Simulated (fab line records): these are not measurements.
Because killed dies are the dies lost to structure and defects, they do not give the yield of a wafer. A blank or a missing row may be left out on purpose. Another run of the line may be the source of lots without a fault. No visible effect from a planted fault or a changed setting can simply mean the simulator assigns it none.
Chamber matching :: flow n5Finfet :: N5_BEOL_M4_DESCUM_16 on rieDiel-02 has 4 sister chambers
The step chemistry O2, time 7 s. 4 wafers are shown with their chamber, then 8 later ones without.

## WAFERS WITH THEIR CHAMBER
wafer: L083.4
chamber: 2
throttleValvePct (%): 20.51

wafer: L086.2
chamber: 1
throttleValvePct (%): 20.67

wafer: L087.6
chamber: 3
throttleValvePct (%): 20.91

wafer: L089.2
chamber: 0
throttleValvePct (%): 20.01

## WAFERS WHOSE CHAMBER IS MISSING
wafer: L089.3
throttleValvePct (%): 20.54

wafer: L089.6
throttleValvePct (%): 20.53

wafer: L093.1
throttleValvePct (%): 20.56

wafer: L093.4
throttleValvePct (%): 20.55

wafer: L093.5
throttleValvePct (%): 20.70

wafer: L097.1
throttleValvePct (%): 20.59

wafer: L097.4
throttleValvePct (%): 20.57

wafer: L097.5
throttleValvePct (%): 20.59

## WHICH CHAMBER EACH ONE RAN IN
wafer: L089.3
from the rows above: can't be placed: 2 or 1
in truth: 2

wafer: L089.6
from the rows above: 2
in truth: 2

wafer: L093.1
from the rows above: can't be placed: 2 or 1
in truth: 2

wafer: L093.4
from the rows above: can't be placed: 2 or 1
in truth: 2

wafer: L093.5
from the rows above: 1
in truth: 1

wafer: L097.1
from the rows above: can't be placed: 2 or 1
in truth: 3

wafer: L097.4
from the rows above: can't be placed: 2 or 1
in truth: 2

wafer: L097.5
from the rows above: can't be placed: 2 or 1
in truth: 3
Correct placement for 2 of the 8. Unplaceable from these rows: 6, with the true chamber sitting among the candidates in 4. Wrongly placed: 0.
How it was worked out, from the rows above alone: a wafer's distance from a chamber is the root of the sum, over the readings, of the square of ((its reading less the chamber's mean) divided by the reading's scatter). If the next closest chamber is less than 2 further off than the closest, the wafer can't be placed; otherwise it belongs to the closest. A chamber's mean is the mean of its shown wafers. The scatter: with one shown wafer a chamber, the root of the mean of the squares of how far each hidden wafer lies from its nearest shown one.
